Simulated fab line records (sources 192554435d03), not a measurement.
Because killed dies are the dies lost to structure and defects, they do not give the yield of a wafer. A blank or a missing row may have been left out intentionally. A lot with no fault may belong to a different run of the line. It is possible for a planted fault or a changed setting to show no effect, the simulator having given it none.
fab line records | flow n5-finfet
record lots=24 wafers=72 last-day=21
route steps=1938 shown MOL_CONTACT_COAG@544
lots with no fault: from the same line, run without faults
start-h: hours from the record's opening day to when the first of the lot's shown wafers began | wait-h: hours elapsed since this lot's preceding step | " identical to the entry in the row above | L1.1+2: one row covering several wafers at once | - no value, or no start was given | * or withheld: withheld | < > ~ a bound
route shown NAME@n: NAME is a module with steps in the file, n the number in the route of the first one | usual: mean/standard deviation of fault-free wafers | same: alike in all rows | chamber/n: place in a boat | sites: the reading at each site | _std_site: their standard deviation | _edge_site: outer sites' mean less inner sites' | radius-mm: for every site, how far away it sits from the centre of the wafer | mask NAME#n: copy n | behind: the last tool/chamber to shape the wafer | hold: reason for holding the lot/hours on hold/outcome of the hold | device: names the non-switching transistor (n, p or np) | end of line: at the end of the route, the tests of the same wafers | step lacking rows: just its recipe | killed: the dies lost at the first sort to structure and to defects; this is not the yield of the wafer | map: the dies of a wafer, with x for killed, . for not killed, _ for no die there
set.NAME: the setting as run; set.NAME@STEP: as run at that earlier step | model.NAME: the simulator's own value behind a step, which no gauge read
one table for each step of the route and one row for each wafer, over a sample of lots
services: the hour from which a tool's chamber was out of use, counted from the record's first day as start-h (under 0 if before that day), plus the number of hours and why
## steps
# step N5_MOL_CONTACT_COAG_ALD_20
# recipe material=TiN target-thk-a=15 temp-c=400 ald-precursor-family=TiCl4 ald-co-reactant=NH3 pulse-time-s=1 purge-time-s=3 co-reactant-purge-time-s=2 co-reactant-pulse-time-s=2 ald-cycles=68 pressure-torr=3
# usual heater-power-w=838/65 precursor-pulse-height-rel=1.000/0.02 susceptor-temp-C=399.98/0.24
# same co-reactant-pulse-time-s=2
# columns lot.wafer tool chamber start-h wait-h heater-power-w precursor-pulse-height-rel susceptor-temp-C
L074.3 ald-metal-01 2 91.75 0.1 859 0.976 400.25
L074.4 " 3 " " 775 1.019 399.55
L074.6 " 3 " " 784 1.020 399.98
L075.1 ald-metal-01 0 94.54 0.1 838 1.040 399.77
L075.3 " 2 " " 857 0.994 400.21
L075.6 " 1 " " 771 0.997 400.20
L076.1 ald-metal-04 0 100.55 0.1 885 1.010 399.87
L076.4 " 3 " " 1009 0.981 400.11
L076.6 " 2 " " 893 1.019 400.02
L077.3 ald-metal-04 1 108.94 0.1 810 0.998 399.88
L077.5 " 3 " " 1015 0.995 399.94
L077.6 " 0 " " 906 0.995 399.96
L078.2 ald-metal-01 2 117.94 0.1 850 0.992 400.20
L078.4 " 3 " " 768 1.003 400.18
L078.6 " 2 " " 864 0.999 400.10
L079.2 ald-metal-01 0 125.74 0.1 863 0.974 400.12
L079.3 " 3 " " 775 1.000 399.87
L079.4 " 1 " " 794 0.996 399.75
L080.2 ald-metal-01 0 132.55 0.1 865 0.995 400.13
L080.3 " 1 " " 787 1.041 400.21
L080.5 " 3 " " 781 1.002 400.04
L081.1 ald-metal-01 1 139.47 0.1 781 1.001 399.80
L081.2 " 2 " " 872 0.992 399.98
L081.5 " 3 " " 773 0.957 400.14
L082.2 ald-metal-01 3 142.84 0.1 765 1.029 399.72
L082.5 " 2 " " 840 0.987 399.82
L082.6 " 3 " " 781 0.985 399.70
L083.2 ald-metal-02 3 143.72 0.1 1003 0.967 399.74
L083.3 " 0 " " 972 0.997 400.34
L083.4 " 1 " " 837 0.999 400.23
L084.2 ald-metal-01 2 150.66 0.1 862 1.003 399.61
L084.4 " 1 " " 787 1.002 400.12
L084.5 " 1 " " 804 0.995 400.21
L085.1 ald-metal-01 3 153.54 0.1 771 1.019 400.04
L085.2 " 0 " " 862 1.004 400.15
L085.3 " 1 " " 783 1.023 399.61
L086.3 ald-metal-01 3 161.58 0.1 787 0.983 399.56
L086.4 " 0 " " 860 1.000 399.82
L086.5 " 0 " " 865 1.018 399.65
L087.2 ald-metal-04 2 165.65 0.1 895 0.979 400.30
L087.3 " 1 " " 781 1.029 399.78
L087.5 " 2 " " 901 0.995 400.14
L088.3 ald-metal-04 0 170.40 0.1 893 1.021 400.08
L088.5 " 1 " " 796 1.026 399.94
L088.6 " 2 " " 888 1.052 399.91
L089.2 ald-metal-01 1 175.94 0.1 771 1.004 400.06
L089.4 " 2 " " 848 1.006 399.76
L089.6 " 1 " " 776 0.970 399.99
L090.2 ald-metal-01 3 182.56 0.1 763 1.010 400.16
L090.4 " 1 " " 791 0.985 400.00
L090.5 " 0 " " 876 0.995 399.77
L091.1 ald-metal-01 1 189.42 0.1 781 0.983 399.78
L091.2 " 2 " " 846 0.993 400.21
L091.4 " 3 " " 787 1.015 400.00
L092.1 ald-metal-01 1 201.39 0.1 777 0.996 399.85
L092.4 " 0 " " 849 0.973 400.06
L092.6 " 1 " " 784 0.962 399.99
L093.1 ald-metal-02 2 201.85 0.1 769 1.004 400.49
L093.5 " 0 " " 970 1.001 400.06
L093.6 " 2 " " 750 1.004 399.95
L094.2 ald-metal-01 3 213.41 0.1 758 0.998 400.37
L094.3 " 0 " " 855 0.998 400.10
L094.4 " 2 " " 842 0.986 399.80
L095.2 ald-metal-01 0 216.31 0.1 861 1.016 399.64
L095.3 " 3 " " 795 0.994 400.21
L095.5 " 0 " " 836 1.016 399.89
L096.2 ald-metal-04 3 220.44 0.1 964 0.976 399.98
L096.3 " 0 " " 933 1.006 399.80
L096.4 " 2 " " 887 1.045 400.29
L097.1 ald-metal-04 1 229.74 0.1 773 1.002 400.29
L097.2 " 0 " " 914 0.986 399.76
L097.4 " 0 " " 905 1.017 400.18
# step N5_MOL_CONTACT_COAG_PRE_CLEAN_141
# recipe gas=H2/He time-s=60 temp-c=300
# usual heater-power-w=465/46 susceptor-temp-C=300.00/0.19
# columns lot.wafer tool chamber start-h wait-h heater-power-w susceptor-temp-C
L074.3 pvd-sputter-02 - 92.34 0.1 442 300.17
L074.4 " - " " 545 300.02
L074.6 " - " " 439 300.25
L075.1 pvd-sputter-02 - 95.15 0.2 546 299.95
L075.3 " - " " 440 299.77
L075.6 " - " " 434 299.83
L076.1 pvd-sputter-01 - 101.14 0.2 465 300.12
L076.4 " - " " 454 300.23
L076.6 " - " " 445 300.15
L077.3 pvd-sputter-02 - 111.03 1.6 591 299.78
L077.5 " - " " 441 299.67
L077.6 " - " " 574 299.81
L078.2 pvd-sputter-01 - 119.00 0.6 479 299.83
L078.4 " - " " 469 299.84
L078.6 " - " " 469 299.63
L079.2 pvd-sputter-01 - 126.33 0.2 473 300.15
L079.3 " - " " 443 300.10
L079.4 " - " " 466 300.19
L080.2 pvd-sputter-01 - 134.56 1.6 472 299.96
L080.3 " - " " 440 300.03
L080.5 " - " " 474 300.03
L081.1 pvd-sputter-01 - 140.42 0.5 451 300.10
L081.2 " - " " 474 300.06
L081.5 " - " " 447 299.89
L082.2 pvd-sputter-03 - 143.43 0.2 457 299.67
L082.5 " - " " 420 299.99
L082.6 " - " " 416 299.76
L083.2 pvd-sputter-01 - 146.25 2.1 464 300.09
L083.3 " - " " 456 300.03
L083.4 " - " " 469 299.80
L084.2 pvd-sputter-03 - 151.33 0.2 457 300.21
L084.4 " - " " 444 299.98
L084.5 " - " " 455 300.19
L085.1 pvd-sputter-02 - 154.16 0.2 432 300.04
L085.2 " - " " 579 299.99
L085.3 " - " " 539 300.05
L086.3 pvd-sputter-01 - 162.40 0.4 475 299.94
L086.4 " - " " 445 299.91
L086.5 " - " " 437 300.25
L087.2 pvd-sputter-02 - 169.31 3.2 568 300.18
L087.3 " - " " 439 299.94
L087.5 " - " " 435 300.34
L088.3 pvd-sputter-03 - 172.08 1.0 419 299.72
L088.5 " - " " 424 299.59
L088.6 " - " " 451 299.99
L089.2 pvd-sputter-02 - 179.04 2.7 437 299.79
L089.4 " - " " 573 300.12
L089.6 " - " " 531 300.41
L090.2 pvd-sputter-01 - 183.16 0.2 480 300.49
L090.4 " - " " 442 300.18
L090.5 " - " " 439 300.15
L091.1 pvd-sputter-01 - 191.13 1.3 476 299.95
L091.2 " - " " 476 299.86
L091.4 " - " " 447 300.04
L092.1 pvd-sputter-02 - 202.19 0.4 522 299.99
L092.4 " - " " 434 299.89
L092.6 " - " " 540 300.03
L093.1 pvd-sputter-03 - 204.30 2.0 404 300.15
L093.5 " - " " 411 300.20
L093.6 " - " " 408 300.27
L094.2 pvd-sputter-03 - 216.29 2.4 451 300.04
L094.3 " - " " 417 299.63
L094.4 " - " " 415 300.01
L095.2 pvd-sputter-02 - 216.90 0.2 575 300.06
L095.3 " - " " 441 300.02
L095.5 " - " " 431 300.06
L096.2 pvd-sputter-03 - 222.04 1.1 442 299.88
L096.3 " - " " 402 299.98
L096.4 " - " " 449 300.17
L097.1 pvd-sputter-01 - 230.99 0.7 473 299.89
L097.2 " - " " 453 300.15
L097.4 " - " " 455 299.95
# step N5_MOL_CONTACT_COAG_ANNEAL_113
# recipe temp-c=400 time-s=300 ambient=H2/N2
# usual anneal-temp-c-max=401.9/0.63 lamp-power-pct=2.5/0.31 wafer_temp_C_max=401.7/0.35
# columns lot.wafer tool chamber start-h wait-h anneal-temp-c-max lamp-power-pct wafer_temp_C_max
L074.3 rtp-anneal-01 0 93.53 0.6 402.3 2.8 401.7
L074.4 " 0 " " 402.6 2.8 402.6
L074.6 " 0 " " 402.5 2.8 401.8
L075.1 rtp-anneal-01 0 95.96 0.3 402.3 2.8 401.7
L075.3 " 0 " " 402.1 2.8 402.1
L075.6 " 0 " " 402.4 2.8 401.4
L076.1 rtp-anneal-02 0 101.97 0.3 401.4 2.2 402.0
L076.4 " 0 " " 401.4 2.2 401.7
L076.6 " 0 " " 400.9 2.2 402.5
L077.3 rtp-anneal-01 0 112.13 0.6 403.0 2.8 401.3
L077.5 " 0 " " 402.9 2.8 401.7
L077.6 " 0 " " 402.7 2.8 401.7
L078.2 rtp-anneal-02 0 120.23 0.8 402.1 2.2 401.7
L078.4 " 0 " " 401.5 2.2 401.8
L078.6 " 0 " " 401.9 2.2 401.9
L079.2 rtp-anneal-02 0 127.58 0.8 401.6 2.2 401.6
L079.3 " 0 " " 401.3 2.2 401.6
L079.4 " 0 " " 402.0 2.2 401.4
L080.2 rtp-anneal-02 0 135.80 0.8 401.5 2.2 402.3
L080.3 " 0 " " 401.5 2.2 401.7
L080.5 " 0 " " 401.4 2.2 401.5
L081.1 rtp-anneal-01 0 141.22 0.3 402.3 2.8 401.8
L081.2 " 0 " " 402.4 2.8 401.3
L081.5 " 0 " " 402.3 2.8 401.2
L082.2 rtp-anneal-02 0 144.38 0.5 401.8 2.2 401.3
L082.5 " 0 " " 401.2 2.2 401.2
L082.6 " 0 " " 401.9 2.2 401.3
L083.2 rtp-anneal-01 0 147.20 0.5 402.5 2.8 401.5
L083.3 " 0 " " 402.7 2.8 401.4
L083.4 " 0 " " 402.5 2.8 401.4
L084.2 rtp-anneal-02 0 152.57 0.8 401.5 2.2 402.0
L084.4 " 0 " " 402.2 2.2 402.1
L084.5 " 0 " " 401.4 2.2 401.3
L085.1 rtp-anneal-02 0 154.96 0.3 401.8 2.2 401.6
L085.2 " 0 " " 401.6 2.2 401.5
L085.3 " 0 " " 401.5 2.2 401.1
L086.3 rtp-anneal-02 0 163.51 0.6 401.1 2.2 401.9
L086.4 " 0 " " 401.7 2.2 401.8
L086.5 " 0 " " 401.3 2.2 402.1
L087.2 rtp-anneal-01 0 170.26 0.5 402.0 2.8 401.3
L087.3 " 0 " " 402.0 2.8 401.4
L087.5 " 0 " " 402.8 2.8 401.8
L088.3 rtp-anneal-02 0 173.23 0.7 402.1 2.2 401.4
L088.5 " 0 " " 401.1 2.2 402.0
L088.6 " 0 " " 402.0 2.2 401.3
L089.2 rtp-anneal-02 0 180.00 0.5 401.6 2.2 401.8
L089.4 " 0 " " 401.1 2.2 401.1
L089.6 " 0 " " 401.1 2.2 401.6
L090.2 rtp-anneal-01 0 184.40 0.8 402.1 2.8 401.2
L090.4 " 0 " " 402.3 2.8 402.1
L090.5 " 0 " " 402.5 2.8 401.7
L091.1 rtp-anneal-02 0 192.21 0.6 401.2 2.2 401.7
L091.2 " 0 " " 400.9 2.2 401.4
L091.4 " 0 " " 400.7 2.2 401.6
L092.1 rtp-anneal-02 0 203.02 0.3 402.1 2.2 401.6
L092.4 " 0 " " 402.1 2.2 401.8
L092.6 " 0 " " 401.4 2.2 402.0
L093.1 rtp-anneal-01 0 205.11 0.3 403.0 2.8 402.1
L093.5 " 0 " " 402.4 2.8 401.3
L093.6 " 0 " " 402.4 2.8 401.7
L094.2 rtp-anneal-02 0 217.23 0.5 401.8 2.2 401.5
L094.3 " 0 " " 401.2 2.2 402.3
L094.4 " 0 " " 401.7 2.2 401.5
L095.2 rtp-anneal-01 0 217.97 0.6 401.7 2.8 401.7
L095.3 " 0 " " 402.7 2.8 401.7
L095.5 " 0 " " 402.3 2.8 401.1
L096.2 rtp-anneal-01 0 223.25 0.7 401.7 2.8 402.2
L096.3 " 0 " " 402.7 2.8 402.4
L096.4 " 0 " " 401.9 2.8 401.8
L097.1 rtp-anneal-02 0 231.80 0.3 401.7 2.2 401.8
L097.2 " 0 " " 401.6 2.2 402.1
L097.4 " 0 " " 401.2 2.2 401.7
# step N5_MOL_CONTACT_COAG_INSPECT_57
# recipe mode=adi inspect-instrument=brightfield
# usual raw-defect-count=191/52
# columns lot.wafer tool chamber start-h wait-h raw-defect-count
L074.3 defect-inspect-01 - 99.51 0.0 226
L074.4 " - " " 95
L074.6 " - " " 141
L075.1 defect-inspect-01 - 102.47 0.1 198
L075.3 " - " " 149
L075.6 " - " " 132
L076.1 defect-inspect-02 - 108.23 0.1 230
L076.4 " - " " 181
L076.6 " - " " 248
L077.3 defect-inspect-02 - 119.76 0.0 244
L077.5 " - " " 193
L077.6 " - " " 267
L078.2 defect-inspect-01 - 125.64 0.0 169
L078.4 " - " " 202
L078.6 " - " " 212
L079.2 defect-inspect-01 - 133.70 0.0 122
L079.3 " - " " 135
L079.4 " - " " 126
L080.2 defect-inspect-01 - 143.50 0.0 180
L080.3 " - " " 195
L080.5 " - " " 138
L081.1 defect-inspect-01 - 147.97 0.1 265
L081.2 " - " " 212
L081.5 " - " " 242
L082.2 defect-inspect-02 - 150.46 0.0 235
L082.5 " - " " 233
L082.6 " - " " 316
L083.2 defect-inspect-02 - 154.44 0.0 201
L083.3 " - " " 205
L083.4 " - " " 219
L084.2 defect-inspect-01 - 158.39 0.0 193
L084.4 " - " " 186
L084.5 " - " " 220
L085.1 defect-inspect-01 - 162.91 0.1 159
L085.2 " - " " 246
L085.3 " - " " 195
L086.3 defect-inspect-02 - 170.59 0.0 202
L086.4 " - " " 170
L086.5 " - " " 183
L087.2 defect-inspect-02 - 176.10 0.0 122
L087.3 " - " " 114
L087.5 " - " " 122
L088.3 defect-inspect-02 - 178.03 0.0 209
L088.5 " - " " 242
L088.6 " - " " 187
L089.2 defect-inspect-01 - 186.43 0.0 89
L089.4 " - " " 149
L089.6 " - " " 192
L090.2 defect-inspect-02 - 189.79 0.0 189
L090.4 " - " " 230
L090.5 " - " " 294
L091.1 defect-inspect-02 - 198.36 0.1 119
L091.2 " - " " 148
L091.4 " - " " 192
L092.1 defect-inspect-02 - 208.55 0.1 270
L092.4 " - " " 253
L092.6 " - " " 201
L093.1 defect-inspect-02 - 210.75 0.1 178
L093.5 " - " " 117
L093.6 " - " " 165
L094.2 defect-inspect-02 - 223.83 0.0 252
L094.3 " - " " 208
L094.4 " - " " 172
L095.2 defect-inspect-01 - 225.28 0.0 137
L095.3 " - " " 125
L095.5 " - " " 115
L096.2 defect-inspect-01 - 228.55 0.0 176
L096.3 " - " " 136
L096.4 " - " " 126
L097.1 defect-inspect-02 - 239.26 0.1 210
L097.2 " - " " 187
L097.4 " - " " 214
# step N5_MOL_CONTACT_COAG_ALD_131
# recipe material=SiO2 target-thk-a=50 temp-c=100 ald-precursor-family=BDEAS ald-co-reactant=O2-plasma pulse-time-s=1 co-reactant-pulse-time-s=1 purge-time-s=2 co-reactant-purge-time-s=2 ald-cycles=35 pressure-torr=2
# usual heater-power-w=76/8.7 precursor-pulse-height-rel=0.999/0.02 susceptor-temp-C=99.98/0.14
# same co-reactant-pulse-time-s=1
# columns lot.wafer tool chamber start-h wait-h heater-power-w precursor-pulse-height-rel susceptor-temp-C
L074.3 ald-sin-03 1 99.68 0.1 83 1.019 99.76
L074.4 " 0 " " 59 0.997 99.77
L074.6 " 1 " " 83 1.013 99.78
L075.1 ald-sin-03 1 102.64 0.1 82 1.008 100.14
L075.3 " 0 " " 59 1.003 99.87
L075.6 " 1 " " 83 1.010 99.94
L076.1 ald-sin-04 3 108.40 0.1 70 1.012 100.09
L076.4 " 2 " " 78 0.981 99.90
L076.6 " 1 " " 66 1.024 100.02
L077.3 ald-sin-04 2 120.31 0.4 76 1.016 99.80
L077.5 " 3 " " 70 1.012 100.05
L077.6 " 0 " " 77 1.019 100.14
L078.2 ald-sin-04 0 125.89 0.1 73 0.989 100.02
L078.4 " 2 " " 75 0.993 100.15
L078.6 " 0 " " 77 0.979 100.10
L079.2 ald-sin-04 1 133.87 0.1 64 0.964 99.86
L079.3 " 3 " " 72 1.015 99.83
L079.4 " 0 " " 76 0.995 100.07
L080.2 ald-sin-03 0 143.94 0.1 58 0.990 99.98
L080.3 " 1 " " 83 0.964 99.98
L080.5 " 2 " " 91 1.004 99.91
L081.1 ald-sin-04 1 148.26 0.1 65 0.997 99.93
L081.2 " 0 " " 76 1.020 100.01
L081.5 " 1 " " 65 1.051 99.90
L082.2 ald-sin-01 0 150.62 0.1 78 1.010 99.96
L082.5 " 3 " " 73 1.048 99.81
L082.6 " 0 " " 78 0.974 99.95
L083.2 ald-sin-04 2 154.61 0.1 78 0.992 99.93
L083.3 " 3 " " 71 1.034 100.20
L083.4 " 0 " " 75 0.966 100.01
L084.2 ald-sin-01 3 158.70 0.1 71 0.970 99.99
L084.4 " 1 " " 93 0.999 99.96
L084.5 " 0 " " 78 0.977 100.08
L085.1 ald-sin-01 2 163.34 0.3 73 1.001 99.93
L085.2 " 3 " " 71 1.018 99.92
L085.3 " 1 " " 95 0.999 99.78
L086.3 ald-sin-03 3 170.75 0.1 78 1.019 100.16
L086.4 " 2 " " 90 0.995 99.87
L086.5 " 3 " " 78 1.000 100.08
L087.2 ald-sin-03 0 176.56 0.3 60 0.993 100.15
L087.3 " 1 " " 80 1.032 100.07
L087.5 " 2 " " 88 1.000 100.16
L088.3 ald-sin-01 3 178.28 0.1 71 0.967 99.92
L088.5 " 3 " " 72 0.999 99.81
L088.6 " 2 " " 74 0.989 100.04
L089.2 ald-sin-03 0 186.68 0.1 60 1.007 99.95
L089.4 " 1 " " 81 1.002 100.01
L089.6 " 2 " " 88 0.999 99.90
L090.2 ald-sin-03 1 190.01 0.1 81 1.022 100.04
L090.4 " 2 " " 89 0.962 99.79
L090.5 " 1 " " 81 1.006 99.99
L091.1 ald-sin-04 2 198.66 0.2 76 0.971 99.84
L091.2 " 1 " " 65 0.998 99.74
L091.4 " 0 " " 74 1.011 100.18
L092.1 ald-sin-01 1 208.93 0.3 92 1.001 99.87
L092.4 " 2 " " 72 0.973 99.93
L092.6 " 3 " " 70 1.007 100.03
L093.1 ald-sin-01 3 210.92 0.1 70 0.979 99.95
L093.5 " 3 " " 70 0.968 100.22
L093.6 " 2 " " 72 0.992 99.98
L094.2 ald-sin-03 0 224.03 0.1 60 0.978 99.82
L094.3 " 3 " " 77 0.967 99.99
L094.4 " 1 " " 81 1.003 99.65
L095.2 ald-sin-01 2 225.94 0.1 73 0.995 99.96
L095.3 " 3 " " 72 0.991 99.96
L095.5 " 0 " " 81 1.009 100.27
L096.2 ald-sin-03 0 228.72 0.1 61 0.989 100.01
L096.3 " 2 " " 88 1.003 100.13
L096.4 " 2 " " 88 1.026 100.10
L097.1 ald-sin-01 1 239.52 0.1 92 1.001 99.97
L097.2 " 2 " " 73 1.011 100.11
L097.4 " 3 " " 70 0.971 99.96
# step N5_MOL_CONTACT_COAG_STRIP_119
# recipe chemistry=N2/H2 time-s=30 power-w=1000 temp-c=250 pressure-mtorr=withheld n2-flow-sccm=1750 h2-flow-sccm=3250
# usual drypump-motor-current-A=5.59/0.2 heater-power-w=319/35
# columns lot.wafer tool chamber start-h wait-h drypump-motor-current-A heater-power-w rf-hours-counter-h
L074.3 plasma-asher-02 0 100.22 0.1 5.65 316 -
L074.4 " 1 " " 5.85 304 -
L074.6 " 0 " " 5.65 316 -
L075.1 plasma-asher-02 1 103.17 0.1 5.84 311 42
L075.3 " 1 " " 5.82 300 -
L075.6 " 1 " " 5.83 298 -
L076.1 plasma-asher-01 1 108.92 0.1 5.53 378 100
L076.4 " 1 " " 5.53 379 -
L076.6 " 0 " " 5.28 281 -
L077.3 plasma-asher-01 1 120.86 0.1 5.51 380 -
L077.5 " 0 " " 5.29 273 -
L077.6 " 1 " " 5.53 372 -
L078.2 plasma-asher-01 1 126.41 0.1 5.53 380 104
L078.4 " 0 " " 5.32 274 -
L078.6 " 0 " " 5.28 282 -
L079.2 plasma-asher-01 1 134.40 0.1 5.52 383 107
L079.3 " 1 " " 5.53 390 -
L079.4 " 0 " " 5.29 278 -
L080.2 plasma-asher-02 1 144.46 0.1 5.86 306 48
L080.3 " 0 " " 5.65 322 -
L080.5 " 1 " " 5.85 306 -
L081.1 plasma-asher-02 1 148.80 0.1 5.84 307 48
L081.2 " 0 " " 5.64 312 48
L081.5 " 0 " " 5.65 313 -
L082.2 plasma-asher-02 1 151.16 0.1 5.86 313 49
L082.5 " 0 " " 5.67 318 -
L082.6 " 1 " " 5.85 311 -
L083.2 plasma-asher-02 1 155.13 0.1 5.86 309 50
L083.3 " 1 " " 5.86 312 -
L083.4 " 0 " " 5.66 320 -
L084.2 plasma-asher-02 1 159.23 0.1 5.85 312 50
L084.4 " 1 " " 5.82 305 -
L084.5 " 0 " " 5.63 309 -
L085.1 plasma-asher-02 1 163.86 0.1 5.85 311 51
L085.2 " 0 " " 5.66 305 51
L085.3 " 0 " " 5.65 312 -
L086.3 plasma-asher-02 0 171.30 0.1 5.69 312 -
L086.4 " 1 " " 5.85 314 -
L086.5 " 0 " " 5.67 315 -
L087.2 plasma-asher-01 0 177.08 0.1 5.26 281 115
L087.3 " 1 " " 5.53 370 -
L087.5 " 1 " " 5.53 380 -
L088.3 plasma-asher-01 0 178.83 0.1 5.29 274 -
L088.5 " 1 " " 5.52 372 -
L088.6 " 0 " " 5.30 278 -
L089.2 plasma-asher-01 0 187.21 0.1 5.29 284 116
L089.4 " 0 " " 5.29 278 -
L089.6 " 1 " " 5.56 383 -
L090.2 plasma-asher-01 1 190.54 0.1 5.53 381 117
L090.4 " 1 " " 5.52 383 -
L090.5 " 1 " " 5.52 374 -
L091.1 plasma-asher-02 1 199.19 0.1 5.83 311 56
L091.2 " 0 " " 5.68 310 56
L091.4 " 0 " " 5.68 310 -
L092.1 plasma-asher-02 0 209.45 0.1 5.67 313 58
L092.4 " 0 " " 5.66 311 -
L092.6 " 0 " " 5.67 310 -
L093.1 plasma-asher-01 0 211.44 0.1 5.28 282 122
L093.5 " 1 " " 5.50 378 -
L093.6 " 0 " " 5.29 281 -
L094.2 plasma-asher-01 1 224.56 0.1 5.54 373 124
L094.3 " 1 " " 5.54 375 -
L094.4 " 0 " " 5.26 272 -
L095.2 plasma-asher-01 1 226.51 0.1 5.51 381 124
L095.3 " 0 " " 5.28 284 -
L095.5 " 0 " " 5.26 280 -
L096.2 plasma-asher-02 0 229.30 0.1 5.65 310 63
L096.3 " 1 " " 5.85 310 -
L096.4 " 0 " " 5.65 318 -
L097.1 plasma-asher-02 1 240.09 0.1 5.85 315 64
L097.2 " 0 " " 5.64 310 64
L097.4 " 0 " " 5.64 311 -
## services
# columns tool chamber start-h hours kind
ald-sin-01 - 84.30 2.7 repair
ald-sin-04 - 85.52 14.0 pm
pvd-sputter-02 - 86.23 5.7 repair
ald-metal-04 2 101.05 28.4 repair
pvd-sputter-01 - 102.01 15.5 repair
ald-sin-01 2 103.47 10.7 repair
ald-metal-02 2 104.99 4.0 repair
plasma-asher-01 - 106.04 2.8 pm
pvd-sputter-03 - 106.97 1.1 repair
ald-metal-04 1 113.95 2.2 repair
plasma-asher-02 - 115.22 13.2 repair
pvd-sputter-02 - 118.55 0.5 repair
ald-metal-02 3 120.42 5.9 repair
pvd-sputter-03 - 135.19 3.9 repair
ald-sin-04 2 143.47 6.2 repair
pvd-sputter-01 - 147.54 3.7 repair
pvd-sputter-03 - 175.65 1.1 repair
ald-sin-01 1 183.74 3.1 repair
pvd-sputter-02 - 184.70 1.4 repair
ald-metal-01 - 196.00 2.9 repair
rtp-anneal-02 - 219.09 5.3 pm
ald-sin-03 1 226.83 9.6 repair
ald-metal-04 3 229.59 35.6 repair
ald-sin-04 0 229.62 4.6 repair
## key
fault none
